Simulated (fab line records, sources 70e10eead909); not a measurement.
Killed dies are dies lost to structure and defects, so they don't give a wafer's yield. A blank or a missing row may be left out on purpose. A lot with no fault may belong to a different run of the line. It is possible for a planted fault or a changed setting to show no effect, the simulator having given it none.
Comparing a struck lot with a sound one | flow nand-harc | 13 steps out of a route of 1302
Sound: the wafers L770.1, L770.4, L770.6. Wafers struck: L774.2, L774.3, L774.4. At the end, the cause is stated.
At each step with rows: each side's tool, then ch and its chambers, then its first start. Under that, the readings that differ: sound wafers | struck wafers | difference of the means | sigmas: that difference in standard deviations of wafers without a fault.
alike: same words and numbers on both sides, and readings whose means sit less than 2 such deviations apart. not compared: any withheld reading, any reading some wafer has no value for, any bound like >300 that may hide the same value, and any number with overlapping values for which the record gives no deviation.
Wherever a step has rows on one side only, a row that says differs or no value, or a row with sigmas, the two part there. Numbers that have no deviation but don't overlap get no sigmas and don't part them. Lack of a reading on every wafer of one side parts them only where that side has two or more wafers.

NHARC_A_STAIRCASE_ETCH_19: etches the open film in C4F8/O2, target depth 100 nm, time 40.5 s.
  sound: rie-diel-12 ch 0,3; struck: rie-diel-12 ch 1,2,3
  alike: oes-product-au, rf-vpp-V
  not compared: rf-hours-counter-h
then, 1 step without rows for these wafers: NHARC_A_STAIRCASE_TRIM_20 (chemistry O2, time 211.2 s).
NHARC_A_STAIRCASE_ETCH_21: etches the open film in C4F8/O2, target depth 100 nm, time 40.5 s.
  sound: rie-diel-12 ch 0,1,2; struck: rie-diel-12 ch 1,2,3
  alike: oes-product-au, rf-vpp-V
  not compared: rf-hours-counter-h
NHARC_A_STAIRCASE_TRIM_22: chemistry O2, time 211.2 s.
  sound: rie-diel-12 ch 2,3; struck: rie-diel-12 ch 1,2,3
  alike: drypump-motor-current-A, oes-product-au, rf-vpp-V, showerhead-plenum-p-Torr, throttle-valve-pct
  not compared: rf-hours-counter-h
NHARC_A_STAIRCASE_ETCH_23: etches the open film in C4F8/O2, target depth 100 nm, time 40.5 s.
  sound: rie-diel-12 ch 1,2,3; struck: rie-diel-12 ch 0,1,2
  alike: oes-product-au, rf-vpp-V
  not compared: rf-hours-counter-h
then, 1 step without rows for these wafers: NHARC_A_STAIRCASE_TRIM_24 (chemistry O2, time 211.2 s).
NHARC_A_STAIRCASE_ETCH_25: etches the open film in C4F8/O2, target depth 100 nm, time 40.5 s.
  sound: rie-diel-12 ch 2,3; struck: rie-diel-12 ch 0,1,3
  alike: oes-product-au, rf-vpp-V
  not compared: rf-hours-counter-h
then, 3 steps without rows for these wafers: NHARC_A_STAIRCASE_TRIM_26 (chemistry O2, time 211.2 s); NHARC_A_STAIRCASE_ETCH_27 (etches the open film in C4F8/O2, target depth 100 nm, time 40.5 s); NHARC_A_STAIRCASE_STRIP_175 (strips in O2).
NHARC_A_STAIRCASE_STRIP_148: strips in SPM, time 900 s.
  sound on wet-bench-05 ch 0,3,4, day 20 08:38; struck on wet-bench-03 ch 0,1,6, day 22 22:41
  no value came back on the struck wafers for bath-guard-temp-C (C), bath-heat-duty-pct (%), time-s (s); on the sound wafers bath-guard-temp-C (C) reads 129.7 130.4 128.7
then, 1 step without rows for these wafers: NHARC_A_STAIRCASE_PRECLEAN_149 (cleans in SC1).
NHARC_END_SORT_01:
  the record has rows for the sound wafers here (prober-01 ch 0, day 28 21:32) and none for the struck ones

WHERE THEY PART
At NHARC_A_STAIRCASE_STRIP_148 first; at NHARC_END_SORT_01 last (within this record only).

WHY: the cause the simulator had injected
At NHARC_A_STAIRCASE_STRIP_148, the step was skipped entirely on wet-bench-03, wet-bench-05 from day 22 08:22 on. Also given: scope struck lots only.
